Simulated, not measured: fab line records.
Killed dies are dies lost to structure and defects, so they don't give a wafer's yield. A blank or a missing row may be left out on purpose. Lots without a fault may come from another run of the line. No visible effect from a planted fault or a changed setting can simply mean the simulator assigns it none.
fab line records	flow n5_finfet
record lots=4	wafers=12	last_day=15
route steps=1938 shown BEOL_M0_SAQP@660 BEOL_M0_CUTY@701 BEOL_M4@1111 PASSIVATION@1936
lots that met no fault: from a run of the same line without faults
start_h: hours from the record's opening day to when the first of the lot's shown wafers began	wait_h: time in hours since the lot's previous step	" same as the row above	L1.1+2: one row covering several wafers at once	- no value, or no start was given	* or withheld: withheld	< > ~ a bound
route shown NAME@n: NAME is a module with steps in the file, n the number in the route of the first one	usual: the fault-free wafers' mean and standard deviation	same: alike in all rows	chamber/n: place in a boat	sites: readings site by site	_std_site: their standard deviation	_edge_site: inner sites' mean taken away from outer sites' mean	radius_mm: how far each site lies from the wafer's centre	mask NAME#n: copy n	behind: the last tool/chamber to shape the wafer	hold: cause of the lot's hold/its duration in hours/its outcome	device: the transistor (n, p or np) that didn't switch	end of line: the tests these same wafers got at the end of their route	where a step has no rows: the recipe by itself	killed: count of dies lost to structure and defects at first sort (not the wafer's yield)	map: per-die view of a wafer (x killed, . not killed, _ where there is no die)
set.NAME: the setting as run; set.NAME@STEP: as run at that earlier step	model.NAME: the simulator's own value behind a step, which no gauge read
certain route steps with their lots: each step a table, each wafer a row
services: a tool's chamber out of use, with start hour (start_h, from the record's first day; less than 0 if before it), hours out, and reason
## steps
# step N5_BEOL_M0_SAQP_STRIP_115
# recipe chemistry=post_etch_residue_remover	time_s=60	temp_c=25	remover_ph=withheld	remover_water_wt_pct=withheld	remover_fluoride_wt_pct=withheld
# step N5_BEOL_M0_SAQP_SRD_93
# recipe dry=ipa_marangoni	time_s=30	temp_c=23	rinse_liquid=diw
# step N5_BEOL_M0_SAQP_RECESS_114
# recipe chemistry=HF/NH3	target=SiO2	target_depth_a=144	afs_cycles=3	temp_c=30	sublimation_temp_c=180	sublimation_time_s=60
# step N5_BEOL_M0_SAQP_SPACER1_ALD_98
# recipe material=SiO2	target_thk_a=128	temp_c=300	ald_precursor_family=BDEAS	ald_co_reactant=O2-plasma	pulse_time_s=1	purge_time_s=2	co_reactant_purge_time_s=2	ald_cycles=138	pressure_torr=2
# step N5_BEOL_M0_SAQP_SPACER1_ETCHBACK_99
# recipe chemistry=CHF3/O2	mode=anisotropic_etchback	target=SiO2	target_depth_a=154	time_s=7.7	pressure_mtorr=30	source_w=650	bias_w=170	Ar_flow_sccm=200	CHF3_flow_sccm=50	O2_flow_sccm=5	ion_energy_ev=200
# step N5_BEOL_M0_SAQP_MANDREL1_REMOVE_100
# recipe chemistry=HBr/Cl2/O2	bt_time_s=10	target=a-Si	stop_on=SiNx	endpoint=OES-SiCl	over_etch_frac=0.85	icp_w=600	bias_w=30	HBr_flow_sccm=150	Cl2_flow_sccm=80	O2_flow_sccm=5	pressure_mtorr=10
# step N5_BEOL_M0_SAQP_ETCH_101
# recipe chemistry=CH3F/O2	target=SiNx	mask_material=SiO2	target_depth_a=299	time_s=42.7	pressure_mtorr=30	source_w=395	bias_w=73	Ar_flow_sccm=150	CH3F_flow_sccm=30	O2_flow_sccm=20	ion_energy_ev=120
# step N5_BEOL_M0_SAQP_ETCH_102
# recipe chemistry=CF4	target=SiO2	target_depth_a=40	ion_energy_ev=350	time_s=4.4	pressure_mtorr=10	icp_w=800	bias_w=400	cf4_flow_sccm=80
# step N5_BEOL_M0_SAQP_MANDREL_ETCH_103
# recipe chemistry=HBr/Cl2	target=a-Si	target_depth_a=450	bt_time_s=10	stop_on=SiCN	mask_material=SiO2	over_etch_frac=0.8	time_s=27	pressure_mtorr=10	icp_w=800	bias_w=75	HBr_flow_sccm=150	Cl2_flow_sccm=80	ends=end_point
# step N5_BEOL_M0_SAQP_RECESS_104
# recipe chemistry=HF/NH3	target=SiO2	target_depth_a=180	afs_cycles=3	temp_c=30	sublimation_temp_c=180	sublimation_time_s=60
# step N5_BEOL_M0_SAQP_COAT_105
# recipe resist=SOC	temp_c=250	time_s=60	spin_rpm=1500	resist_thk_nm=100
# step N5_BEOL_M0_SAQP_ETCH_106
# recipe chemistry=N2/H2	target=SOC	target_depth_a=1500	stop_on=SiNx	ion_energy_ev=100	bias_w=61	pressure_mtorr=30	source_w=850	n2_flow_sccm=200	h2_flow_sccm=200
# usual drypump_motor_current_A=5.63/0.29	oes_product_au=0.75/0.073	rf_vpp_V=241.1/1.1	showerhead_plenum_p_Torr=2.58/0.058	throttle_valve_pct=17.89/0.2
lot.wafer	tool	chamber	start_h	wait_h	drypump_motor_current_A	oes_product_au	rf_hours_counter_h	rf_vpp_V	showerhead_plenum_p_Torr	throttle_valve_pct
L567.1	rie_diel-06	0	134.01	-	5.82	0.73	155	243.8	2.65	17.90
L567.3	"	3	"	"	5.33	0.85	56	240.6	2.49	17.90
L567.4	"	0	"	"	5.82	0.73	-	242.0	2.65	17.91
L568.1	rie_diel-06	0	140.90	-	5.84	0.73	158	242.1	2.65	17.90
L568.3	"	3	"	"	5.29	0.85	59	239.7	2.49	17.91
L568.5	"	0	"	"	5.83	0.73	-	242.1	2.65	17.91
L570.1	rie_diel-06	3	154.00	-	5.29	0.83	65	238.7	2.49	17.92
L570.2	"	0	"	"	5.84	0.72	164	241.0	2.65	17.93
L570.4	"	3	"	"	5.31	0.83	-	239.8	2.49	17.93
L577.1	rie_diel-01	3	194.64	-	5.77	0.73	201	241.1	2.63	17.60
L577.4	"	0	"	"	6.10	0.88	17	240.7	2.61	17.96
L577.5	"	1	"	"	5.96	0.68	-	242.1	2.63	18.39
# step N5_BEOL_M0_SAQP_ETCH_107
# recipe chemistry=CH3F/O2	target=SiNx	target_depth_a=300	mask_material=SOC	pressure_mtorr=30	source_w=395	bias_w=73	Ar_flow_sccm=150	CH3F_flow_sccm=30	O2_flow_sccm=20	ion_energy_ev=120
# step N5_BEOL_M0_SAQP_STRIP_108
# recipe chemistry=N2/H2	power_w=500	temp_c=40	pressure_mtorr=50	rf_frequency_hz=6e+07	overash_fraction=0.3	bias_power_w=28	h2_frac=0.5	n2_flow_sccm=300	h2_flow_sccm=300
# step N5_BEOL_M0_SAQP_RECESS_109
# recipe chemistry=HF/NH3	target=SiO2	target_depth_a=30	afs_cycles=1	temp_c=30	sublimation_temp_c=180	sublimation_time_s=60
# step N5_BEOL_M0_SAQP_SPACER2_ALD_26
# recipe material=SiO2	target_thk_a=150	temp_c=300	ald_precursor_family=BDEAS	ald_co_reactant=O2-plasma	pulse_time_s=1	purge_time_s=2	co_reactant_purge_time_s=2	pressure_torr=2
# step N5_BEOL_M0_SAQP_SPACER2_ETCHBACK_27
# recipe chemistry=CHF3/O2	mode=anisotropic_etchback	target=SiO2	target_depth_a=225	time_s=11.25	pressure_mtorr=30	source_w=650	bias_w=170	Ar_flow_sccm=200	CHF3_flow_sccm=50	O2_flow_sccm=5	ion_energy_ev=200
# step N5_BEOL_M0_SAQP_MANDREL2_REMOVE_110
# recipe chemistry=HBr/Cl2/O2	bt_time_s=10	target=a-Si	stop_on=SiCN	endpoint=OES-SiCl	over_etch_frac=1	icp_w=600	bias_w=30	HBr_flow_sccm=150	Cl2_flow_sccm=80	O2_flow_sccm=5	pressure_mtorr=10
# step N5_BEOL_M0_SAQP_COAT_69
# recipe resist=SOC	temp_c=250	time_s=60	spin_rpm=1500	resist_thk_nm=90
# step N5_BEOL_M0_SAQP_COAT_72
# recipe resist=SiARC	temp_c=220	time_s=60	spin_rpm=1500	resist_thk_nm=15
# step N5_BEOL_M0_SAQP_COAT_87
# recipe resist=underlayer	temp_c=205	time_s=60	spin_rpm=1500	resist_thk_nm=5
# step N5_BEOL_M0_SAQP_COAT_34
# recipe resist=CAR-EUV	spin_rpm=1500	resist_thk_nm=30
# step N5_BEOL_M0_SAQP_EBR_36
# recipe solvent=PGMEA	ebr_width_mm=1.5
# step N5_BEOL_M0_SAQP_SOFTBAKE_35
# recipe temp_c=110	time_s=60	resist=CAR-EUV
# step N5_BEOL_M0_SAQP_EXPOSE_37
# recipe mask_id=M0_CUT1	na=0.33	source_shape=annular	sigma_inner=0.35	sigma_outer=0.8	polarization=unpolarized	target_cd_nm=30	dose_mj=44.75
# step N5_BEOL_M0_SAQP_PEB_38
# recipe peb_temp_c=100	peb_time_s=60	resist=CAR-EUV
# step N5_BEOL_M0_SAQP_DEVELOP_39
# recipe develop_time_s=30	developer=TMAH	resist=CAR-EUV	rinse_liquid=surfactant_rinse	dry=air_spin	dev_temp_c=23
# step N5_BEOL_M0_SAQP_INSPECT_42
# recipe mode=adi	inspect_instrument=brightfield
# usual raw_defect_count=307/77
lot.wafer	tool	chamber	start_h	wait_h	raw_defect_count
L567.1	defect_inspect-02	-	135.61	0.1	431
L567.3	"	-	"	"	323
L567.4	"	-	"	"	388
L568.1	defect_inspect-02	-	142.35	0.1	1354
L568.3	"	-	"	"	1262
L568.5	"	-	"	"	1325
L570.1	defect_inspect-02	-	155.52	0.1	1440
L570.2	"	-	"	"	1242
L570.4	"	-	"	"	1277
L577.1	defect_inspect-01	-	196.62	0.1	339
L577.4	"	-	"	"	322
L577.5	"	-	"	"	360
# step N5_BEOL_M0_SAQP_DESCUM_45
# recipe chemistry=O2	time_s=7	source_power_w=50	bias_power_w=20	pressure_mtorr=20	rf_frequency_hz=2.712e+07	temp_c=40	resist=CAR-EUV	o2_flow_sccm=225
# step N5_BEOL_M0_SAQP_ETCH_88
# recipe chemistry=N2/H2	target=underlayer	target_depth_a=65	time_s=5.2	ion_energy_ev=200	mask_material=CAR-EUV	pressure_mtorr=30	source_w=840	bias_w=150	n2_flow_sccm=200	h2_flow_sccm=200	ends=cleared
# step N5_BEOL_M0_SAQP_ETCH_73
# recipe chemistry=CF4	target=SiARC	target_depth_a=195	mask_material=CAR-EUV	time_s=32.5	ion_energy_ev=80	pressure_mtorr=40	source_w=545	bias_w=36	Ar_flow_sccm=100	cf4_flow_sccm=100	ends=cleared
# step N5_BEOL_M0_SAQP_CUT_ETCH_46
# recipe chemistry=N2/H2	target=SOC	target_depth_a=1350	overetch_a=270	temp_c=40	time_s=202.5	ion_energy_ev=200	mask_material=SiARC	pressure_mtorr=30	source_w=840	bias_w=150	n2_flow_sccm=200	h2_flow_sccm=200
# step N5_BEOL_M0_SAQP_STRIP_74
# recipe chemistry=N2/H2	temp_c=40	n2_flow_sccm=200	h2_flow_sccm=200	rf_frequency_hz=6e+07
# step N5_BEOL_M0_SAQP_STRIP_89
# recipe chemistry=N2/H2	temp_c=40	n2_flow_sccm=200	h2_flow_sccm=200	rf_frequency_hz=6e+07
# step N5_BEOL_M0_SAQP_ALD_48
# recipe material=SiO2	target_thk_a=200	temp_c=100	ald_precursor_family=BDEAS	ald_co_reactant=O2-plasma	pulse_time_s=1	co_reactant_pulse_time_s=1	purge_time_s=2	co_reactant_purge_time_s=2	ald_cycles=139	pressure_torr=2
# step N5_BEOL_M0_SAQP_ETCH_49
# recipe chemistry=CF4/O2	target_depth_a=370	target=SiO2	pressure_mtorr=40	source_w=535	bias_w=49	Ar_flow_sccm=100	cf4_flow_sccm=100	O2_flow_sccm=10	ion_energy_ev=100
# step N5_BEOL_M0_SAQP_STRIP_75
# recipe chemistry=CF4	resist=SiARC	power_w=300	bias_power_w=75	pressure_mtorr=50	cf4_flow_sccm=150	rf_frequency_hz=6e+07
# step N5_BEOL_M0_CUTY_COAT_50
# recipe resist=SiARC	temp_c=220	time_s=60	spin_rpm=1500	resist_thk_nm=15
# step N5_BEOL_M0_CUTY_INSPECT_59
# recipe mode=adi	inspect_instrument=macro
# usual raw_defect_count=2.0/1.6
lot.wafer	tool	chamber	start_h	wait_h	raw_defect_count
L567.1	defect_inspect-01	-	136.88	0.0	1
L567.3	"	-	"	"	2
L567.4	"	-	"	"	0
L568.1	defect_inspect-02	-	144.18	0.0	>300
L568.3	"	-	"	"	>300
L568.5	"	-	"	"	>300
L570.1	defect_inspect-01	-	156.93	0.0	>300
L570.2	"	-	"	"	>300
L570.4	"	-	"	"	>300
L577.1	defect_inspect-01	-	198.26	0.0	2
L577.4	"	-	"	"	3
L577.5	"	-	"	"	0
# step N5_BEOL_M4_RC_MEAS_101
# usual DIBL_N=35.8/1.5	DIBL_P=35.9/1.8	IOFF_N=0.152/0.025	IOFF_P=0.21/0.031	ION_N=672/11	ION_P=462/7.4	SS_N=71.5/0.52	SS_P=73.2/0.54	VT_N=250/3	VT_P=-250/3.3
lot.wafer	tool	chamber	start_h	wait_h	DIBL_N[mV/V]	DIBL_P[mV/V]	IOFF_N[nA/um]	IOFF_P[nA/um]	ION_N[uA/um]	ION_P[uA/um]	SS_N[mV/dec]	SS_P[mV/dec]	VT_N[mV]	VT_P[mV]
L567.1	prober-01	0	199.61	0.1	35.4	35.9	0.139	0.17	662	449	72.0	72.9	251	-252
L567.3	"	0	"	"	34.5	35.5	0.127	0.16	668	452	70.7	72.8	252	-254
L567.4	"	0	"	"	35.1	35.9	0.136	0.17	664	459	70.7	73.0	250	-254
L568.1	prober-02	0	202.21	0.0	35.4	34.0	0.139	0.20	665	460	71.3	72.9	250	-247
L568.3	"	0	"	"	37.5	35.9	0.173	0.24	673	463	71.0	73.0	247	-245
L568.5	"	0	"	"	35.8	33.8	0.145	0.21	669	463	71.4	73.2	249	-247
L570.1	prober-02	0	208.85	0.0	37.1	36.5	0.136	0.18	659	458	71.9	73.8	251	-255
L570.2	"	0	"	"	35.2	33.9	0.110	0.14	656	447	70.9	72.4	257	-261
L570.4	"	0	"	"	34.8	33.8	0.112	0.14	671	448	70.8	73.8	255	-258
L577.1	prober-01	0	246.32	0.0	35.7	35.7	0.149	0.20	672	463	71.2	73.1	250	-252
L577.4	"	0	"	"	33.6	33.1	0.120	0.17	662	451	71.3	72.5	252	-255
L577.5	"	0	"	"	34.6	34.6	0.135	0.18	679	467	71.5	72.9	251	-254
# step N5_PASSIVATION_PROBE_49
# usual defect_limited_yield=91.7/1.7	killed_at_M0_to_M3=34/10	killed_at_M4_up=13/5.1	killed_at_contacts=12/6.2	killed_at_front_end=36/12	killed_at_other=3.2/2.6	killed_dies=98/20	killed_on_rim=13/4.5	killed_open=65/13	killed_short=32/8.4	sort_bin_5_function=4.8/1.1	sort_bin_6_memory=3.2/0.74	sort_n_pass=1082/20	sort_yield_pct=91.7/1.7
# same gross_dies=1180	killed_at_back_side=0	sort_bin_4_leakage[%]=0	sort_bin_8_speed[%]=0
lot.wafer	tool	chamber	start_h	wait_h	defect_limited_yield[%]	killed_at_M0_to_M3	killed_at_M4_up	killed_at_contacts	killed_at_front_end	killed_at_other	killed_dies	killed_on_rim	killed_open	killed_short	sort_bin_5_function[%]	sort_bin_6_memory[%]	sort_n_pass	sort_yield_pct[%]
L567.1	prober-02	-	307.36	0.0	91.6	27	11	11	47	3	99	16	75	24	5.5	2.7	1081	91.6
L567.3	prober-02	-	307.46	0.1	91.2	44	11	10	38	1	104	11	70	33	5.8	2.9	1076	91.2
L567.4	prober-02	-	307.51	0.2	90.9	42	11	15	35	4	107	11	70	35	5.7	3.1	1073	90.9
L568.1	prober-01	-	308.72	0.0	85.3	110	27	9	27	0	173	28	64	29	8.6	4.1	1007	85.3
L568.3	prober-01	-	308.82	0.1	87.8	84	23	8	27	2	144	36	55	29	7.9	2.4	1036	87.8
L568.5	prober-01	-	308.92	0.2	85.3	107	19	7	39	1	173	35	67	30	7.5	4.6	1007	85.3
L570.1	prober-02	-	319.29	0.0	87.9	92	12	9	26	4	143	25	48	39	7.5	3.0	1037	87.9
L570.2	prober-02	-	319.34	0.1	87.6	91	16	11	26	2	146	19	43	25	6.4	3.6	1034	87.6
L570.4	prober-02	-	319.44	0.2	86.9	96	13	12	29	4	154	22	71	22	7.5	3.7	1026	86.9
L577.1	prober-02	-	353.79	0.0	90.0	36	11	17	50	4	118	16	75	43	5.7	4.1	1062	90.0
L577.4	prober-02	-	353.94	0.2	90.8	47	11	7	40	3	108	18	78	30	4.9	4.1	1072	90.8
L577.5	prober-02	-	353.99	0.2	90.6	45	13	12	39	2	111	22	79	32	6.9	2.5	1069	90.6
# killed by level:class
L567.1 STI_FIN_REVEAL:geometric_particle:open=11 MOL_CONTACT_COAG:geometric_particle:open=11 FIN_SAQP:geometric_particle:open=9 BEOL_M2:geometric_particle:open=7 BEOL_M0_SAQP:geometric_particle:short=7 GATE_CUT:geometric_particle:open=6 GATE_CUT:geometric_particle:short=6 STI_FIN_REVEAL:geometric_particle:short=5
L567.3 BEOL_M0_SAQP:geometric_particle:open=15 STI_FIN_REVEAL:geometric_particle:open=14 BEOL_M3:geometric_particle:open=11 BEOL_M0_SAQP:geometric_particle:short=11 MOL_CONTACT_COAG:geometric_particle:open=7 FIN_SAQP:geometric_particle:open=5 BEOL_M8:geometric_particle:open=5 GATE_CUT:geometric_particle:short=4
L567.4 MOL_CONTACT_COAG:geometric_particle:open=11 BEOL_M0_SAQP:geometric_particle:open=11 GATE_CUT:geometric_particle:short=10 FIN_SAQP:geometric_particle:open=6 BEOL_M1:geometric_particle:short=6 BEOL_M2:geometric_particle:open=6 BEOL_M3:geometric_particle:open=6 STI_FIN_REVEAL:geometric_particle:open=5
L568.1 BEOL_M0_SAQP:unspecified=79 BEOL_M4:geometric_particle:open=13 MOL_CONTACT_COAG:geometric_particle:open=8 BEOL_M3:geometric_particle:open=7 BEOL_M0_SAQP:geometric_particle:open=6 BEOL_M2:geometric_particle:open=5 STI_FIN_REVEAL:geometric_particle:open=4 ILD0:geometric_particle:open=4
L568.3 BEOL_M0_SAQP:unspecified=60 BEOL_M4:geometric_particle:open=13 BEOL_M0_SAQP:geometric_particle:short=9 MOL_CONTACT_COAG:geometric_particle:open=8 BEOL_M0_SAQP:geometric_particle:open=7 STI_FIN_REVEAL:geometric_particle:open=6 DUMMY_GATE:geometric_particle:open=5 GATE_CUT:geometric_particle:short=3
L568.5 BEOL_M0_SAQP:unspecified=75 BEOL_M4:geometric_particle:open=10 BEOL_M3:geometric_particle:open=9 FIN_SAQP:geometric_particle:open=8 MOL_CONTACT_COAG:geometric_particle:open=6 BEOL_M0_SAQP:geometric_particle:short=6 FIN_SAQP:geometric_particle:short=5 STI_FIN_REVEAL:geometric_particle:open=5
L570.1 BEOL_M0_SAQP:unspecified=55 BEOL_M0_SAQP:geometric_particle:short=11 BEOL_M2:geometric_particle:open=8 BEOL_M4:geometric_particle:open=8 MOL_CONTACT_COAG:geometric_particle:open=7 ILD0:geometric_particle:short=6 BEOL_M0_SAQP:geometric_particle:open=6 FIN_SAQP:geometric_particle:short=4
L570.2 BEOL_M0_SAQP:unspecified=78 MOL_CONTACT_COAG:geometric_particle:open=8 BEOL_M4:geometric_particle:open=7 FIN_SAQP:geometric_particle:short=6 STI_FIN_REVEAL:geometric_particle:open=6 BEOL_M0_SAQP:geometric_particle:short=6 MOL_CONTACT_COAG:geometric_particle:short=3 BEOL_M1:geometric_particle:open=3
L570.4 BEOL_M0_SAQP:unspecified=61 MOL_CONTACT_COAG:geometric_particle:open=12 BEOL_M3:geometric_particle:open=11 BEOL_M2:geometric_particle:open=8 GATE_CUT:geometric_particle:short=7 BEOL_M0_SAQP:geometric_particle:open=7 BEOL_M4:geometric_particle:open=6 BEOL_M1:geometric_particle:open=5
L577.1 FIN_SAQP:geometric_particle:short=13 MOL_CONTACT_COAG:geometric_particle:open=13 BEOL_M0_SAQP:geometric_particle:open=11 FIN_SAQP:geometric_particle:open=10 STI_FIN_REVEAL:geometric_particle:open=10 BEOL_M0_SAQP:geometric_particle:short=10 DUMMY_GATE:geometric_particle:open=8 BEOL_M4:geometric_particle:open=7
L577.4 BEOL_M1:geometric_particle:open=13 FIN_SAQP:geometric_particle:open=11 BEOL_M0_SAQP:geometric_particle:short=9 BEOL_M2:geometric_particle:open=9 STI_FIN_REVEAL:geometric_particle:open=8 BEOL_M0_SAQP:geometric_particle:open=8 FIN_SAQP:geometric_particle:short=7 MOL_CONTACT_COAG:geometric_particle:open=6
L577.5 BEOL_M3:geometric_particle:open=13 MOL_CONTACT_COAG:geometric_particle:open=10 FIN_SAQP:geometric_particle:open=7 BEOL_M0_SAQP:geometric_particle:open=7 BEOL_M2:geometric_particle:open=7 BEOL_M0_SAQP:geometric_particle:short=6 STI_FIN_REVEAL:geometric_particle:open=5 BEOL_M1:geometric_particle:open=5
# map L568.1 (x killed, . not)
_________________..........x.________________
______________...x........x....x_____________
___________...x...x........x...xxxx__________
__________.....x...........xxxxxxxxx_________
________...............x.x...xxxxxxxxx_______
_______x..................x...xxxxxxxxx______
______.........x.....x.........xxxxxxxxx_____
_____..x...x...................xxxxxxxxxx____
____...x...........x.........x..xxxxxxxxxx___
___..xxx...................x....xxxxxxxxxxx__
___.........x...................x.xxxx.x.x.__
__.........x........x.........x......x......_
__......x.................x..x..........x..._
_..........x.....x........x...xx...x.........
_x..x..................x..........xx.........
_.....x..x...........x..........x......x.....
_.x............x............................x
_x...........x.x......x........x.............
_............................................
_.....x.......x...x...........x.....x........
_...........x................................
__..................x......................._
__....x.....xx......x......................._
___....x..............x.....x..............__
___.....................x......x...xx......__
____...............xx.x...x...............___
_____....x......x...............x...x....____
______..x....x..x.x....x...x............_____
_______...x.....................xx.....______
________.............................._______
__________...x...x.................._________
___________..x.............x.......__________
______________.................._____________
_________________............________________
# map L570.4 (x killed, . not)
_________________............________________
______________............x....._____________
___________............x...........__________
__________...xx....................._________
________..............x..x..........x._______
_______.....x.x........xx...........x..______
______........x.............x......x...._____
_____.................................x..____
____.............................x.....x..___
___...x.x..............................x.x.__
___.x.............x.....x..................__
__x................x..............x......x.._
__........x.x...........x...........x......._
_...........x.x......xx.......x..............
_.....x...........x......x...x...............
_..........x..........x......x..x........x..x
_...........x..........x.....................
_.x.x.....xx........x.x.................xx...
_..................x.......x....x............
_.........x..............................x...
_..x...................x.............x.......
__...............x..........x............xx._
__......x.........xx........................_
___............x.................x.......x.__
___........x..........x....................__
____...x......................x...........___
_____.....xx.x........................x..____
______....x.........x.....x........x...._____
_______........x......xxx...x..........______
________.............xxx.xxxxx.x......_______
__________..x.x....x.xxxxxxxxxx....._________
___________.x...x.x.xxxxxxxxxxxx...__________
______________...x.x.xxxxxxxxxxx_____________
_________________x.xxxxxxxxxx________________
## services
tool	chamber	start_h	hours	kind
rie_diel-01	0	126.57	-	clean
rie_diel-01	0	126.57	-	consumable_replace:focus_ring
rie_diel-01	0	126.57	18.5	scheduled_down
rie_diel-01	0	126.57	18.5	vent_cycle
rie_diel-06	1	130.63	9.8	repair
rie_diel-06	1	140.64	-	clean
rie_diel-06	1	140.64	-	consumable_replace:focus_ring
rie_diel-06	1	140.64	25.2	scheduled_down
rie_diel-06	1	140.64	25.2	vent_cycle
rie_diel-06	2	149.71	12.8	repair
rie_diel-01	3	157.99	1.5	repair
rie_diel-06	1	177.25	22.2	repair
rie_diel-06	2	194.15	4.6	repair
## key
first_sign step=N5_BEOL_M0_SAQP_INSPECT_42	reading=raw_defect_count	direction=up	sigmas=13	usual=307	struck=1317
effect step=N5_BEOL_M0_CUTY_INSPECT_59	reading=raw_defect_count	direction=up	sigmas=99+	usual=2.0	struck=>300
effect step=N5_PASSIVATION_PROBE_49	reading=killed_at_M0_to_M3	direction=up	sigmas=5.9	usual=34	struck=97
more_kills_born_at N5_BEOL_M0_SAQP_ETCH_106@rie_diel-06=408
met_at N5_BEOL_M0_SAQP_ETCH_106
struck_wafers L568.1,L568.3,L568.5,L570.1,L570.2,L570.4
onset_between 134.01 140.90
fault kind=chamber_particle_source	tool=rie_diel-06	chamber=-	onset_h=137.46	steps=N5_BEOL_M0_SAQP_ETCH_106	rate_per_visit_cm2=1.5366	end_h=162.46
